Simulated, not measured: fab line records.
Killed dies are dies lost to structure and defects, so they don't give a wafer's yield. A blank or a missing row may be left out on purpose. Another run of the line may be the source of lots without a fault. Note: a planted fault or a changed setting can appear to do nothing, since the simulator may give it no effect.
Code-filled problem report in 8D (eight disciplines) form + flow nand_harc + the parts of the form that need people (team, actions taken, sign-off) are left out

## 1. THE ISSUE
Wafers without a fault read 107.1 s, standard deviation 0.48; run_length_s at NHARC_A_CONTACT_ETCH_90 reads a mean of 73.7 s on 6 wafers belonging to 2 lots. That is -70 standard deviations from the usual mean.
The step: etches the open film in CH3F/O2, target depth 40 nm, time 85.7 s.
First seen on wafer L519.1, day 19 09:21, on rie_diel-06. At this step, 39 wafers from 13 lots have a number in the record. The rule behind "out" and "out of limits": a value lying over 4 standard deviations away from the usual mean. The other wafers with a number count as sound.

## 2. WHAT IT IS; WHAT IT IS NOT
| question                    | is                     | is not                                                                                                   |
|-----------------------------|------------------------|----------------------------------------------------------------------------------------------------------|
| which readings at this step | run_length_s           | drypump_motor_current_A, oes_product_au, rf_vpp_V, showerhead_plenum_p_Torr                              |
| which lots                  | L519, L521             | L510, L512, L513, L514, L522, L525, L526, L528, L529, L530, L531                                         |
| which wafers of those lots  | all that have a number | -                                                                                                        |
| read on which tools         | rie_diel-06            | rie_diel-03, rie_diel-10                                                                                 |
| when                        | from day 19 09:21      | up to then (12 sound wafers); but 21 sound wafers of L522, L525, L526, L528, L529, L530, L531 came after |

## 3. WHAT RULES OUT EACH SUSPECT
Counting: a tool stays on the suspect list if, at a process step up to the reading, it processed all lots that are out and no sound lot following the first of them.
- rie_diel-06 at NHARC_A_CONTACT_ETCH_90 (etches the open film in CH3F/O2, target depth 40 nm, time 85.7 s): kept. All lots that are out passed through it, beginning with L519 at day 19 09:21, and no sound lot followed; its final sound lot before that point was L513 at day 17 09:41. On those wafers its own readings are out: run_length_s.
Left after counting: rie_diel-06 at NHARC_A_CONTACT_ETCH_90.

## 4. THE CAUSE (what the simulator had put in)
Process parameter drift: rie_diel-06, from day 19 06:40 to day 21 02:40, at NHARC_A_CONTACT_ETCH_90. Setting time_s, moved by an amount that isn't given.
The count eliminated every tool but this one.

## 5. THE EFFECT CHAIN, in route order
Each row: a reading whose mean over the struck wafers that have a number lies more than 3 standard deviations from the usual. Only readings for which the record gives a usual standard deviation are gone through. hours: the time from each lot's start at the first step in this table that gives one to its start at this step, as a median over the lots. sigmas: the change in usual standard deviations.
| hours | step                    | reading      | usual   | on struck wafers | change | sigmas |
|-------|-------------------------|--------------|---------|------------------|--------|--------|
| 0     | NHARC_A_CONTACT_ETCH_90 | run_length_s | 107.1 s | 73.7             | -33.4  | -70    |
It contains these process steps:
- NHARC_A_CONTACT_ETCH_90: etches the open film in CH3F/O2, target depth 40 nm, time 85.7 s.

## 6. WHAT WOULD HAVE CAUGHT IT SOONER
In this record no reading fell out of limits until day 19 09:21, 3 hours after the fault had begun at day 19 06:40.
